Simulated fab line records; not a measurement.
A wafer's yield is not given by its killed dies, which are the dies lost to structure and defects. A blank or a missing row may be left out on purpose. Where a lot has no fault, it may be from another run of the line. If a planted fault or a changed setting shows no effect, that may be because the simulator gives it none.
Code-filled problem report in 8D (eight disciplines) form | flow nandHarc | the parts of the form that need people (team, actions taken, sign-off) are left out

## 1. THE ISSUE
killedAtArray at NHARC_END_SORT_01 reads a mean of 427 on 6 wafers of 2 lots; wafers without a fault read 56 with a standard deviation of 19. Measured from the usual mean, that is +20 standard deviations.
First seen on wafer L683.1, day 31 20:24, on prober-01. At this step, 33 wafers from 11 lots have a number in the record. Rule for "out" (also "out of limits"): further than 4 standard deviations from the usual mean. The other wafers with a number count as sound.

## 2. WHAT THIS IS AND IS NOT
question                    | is                        | is not
which readings at this step | killedAtArray, killedDies | killedAtOther, killedAtPeriphery, killedShort
which lots                  | L683, L684                | L666, L669, L671, L673, L678, L685, L686, L688, L689
which wafers of those lots  | all that have a number    | -
read on which gauges        | prober-01, prober-02      | -
when                        | from day 31 20:24         | up to then (15 sound wafers); but 12 sound wafers of L685, L686, L688, L689 came after

## 3. THE SUSPECTS, EACH WITH WHAT RULES IT OUT
Counting: a tool stays on the suspect list if, at a process step up to the reading, it processed all lots that are out and no sound lot following the first of them.
- ruled out: the gauge at NHARC_END_SORT_01. Those wafers that are out were read across 2 gauges (prober-01, prober-02).
- rieDiel-04 at NHARC_A_STAIRCASE_DESCUM_186 (chemistry O2, time 3 s): kept. It ran every lot that is out, first L683 (day 22 14:19), and no sound lot after that; its last sound lot up to then is L673 (day 18 19:14).
- rieDiel-04 at NHARC_A_STAIRCASE_TRIM_193 (chemistry O2, time 211.2 s): kept. It ran every lot that is out, first L683 (day 22 15:07), and no sound lot after that; its last sound lot up to then is L673 (day 18 20:00). Out on those wafers are its own readings of oesProductAu.
- rieDiel-04 at NHARC_A_STAIRCASE_ETCH_199 (etches the open film in C4F8/O2, target depth 100 nm, time 40.5 s): ruled out as a lasting fault. Following L683 (day 31 20:24), the first lot on it that is out, the sound lots L688, L689 were run on it. NHARC_A_STAIRCASE_ETCH_199: start missing for some lots; hours and lot order therefore follow NHARC_END_SORT_01.
- rieDiel-04 at NHARC_A_STAIRCASE_TRIM_202 (chemistry O2, time 211.2 s): ruled out as a lasting fault. Following L683 (day 31 20:24), the first lot on it that is out, the sound lots L688, L689 were run on it. NHARC_A_STAIRCASE_TRIM_202: start missing for some lots; hours and lot order therefore follow NHARC_END_SORT_01.
After counting, rieDiel-04 at NHARC_A_STAIRCASE_DESCUM_186 and rieDiel-04 at NHARC_A_STAIRCASE_TRIM_193 remain.

## 4. THE CAUSE (what the simulator had put in)
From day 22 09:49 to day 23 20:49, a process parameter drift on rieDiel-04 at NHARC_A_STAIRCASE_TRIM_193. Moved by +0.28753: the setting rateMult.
This tool is one of the 2 suspects left after counting.

## 5. THE CHAIN OF EFFECTS, in route order
Rows list readings where the struck wafers' mean (over those with a number) sits beyond 3 standard deviations from the usual. Scope: only readings with a usual standard deviation given in the record; hours: median across lots of the time from each lot's start at the first step in this table that gives one to its start at this step; sigmas: change in usual standard deviations.
hours | step                       | reading       | usual      | on struck wafers | change | sigmas
0     | NHARC_A_STAIRCASE_TRIM_193 | oesProductAu  | 1.001 a.u. | 1.178            | +0.177 | +16
217   | NHARC_END_SORT_01          | killedAtArray | 56         | 427              | +371   | +20
217   | NHARC_END_SORT_01          | killedDies    | 61         | 431              | +370   | +19
It contains these process steps:
- NHARC_A_STAIRCASE_TRIM_193: chemistry O2, time 211.2 s.

## 6. HOW IT WOULD HAVE BEEN CAUGHT EARLIER
227 hours passed between the start of the fault at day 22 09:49 and the first reading out of limits at a measuring or inspecting step in this record, taken at day 31 20:24.
At NHARC_A_STAIRCASE_TRIM_193, the tool's own readings (oesProductAu) were out on each struck wafer the step has a row for, so an alarm limit on them would have fired on the first such wafer.
By day 31 20:24 the whole set of lots that are out, 2 in number, had already begun NHARC_A_STAIRCASE_TRIM_193 on rieDiel-04. A hold on the tool at that time would have spared none of them.
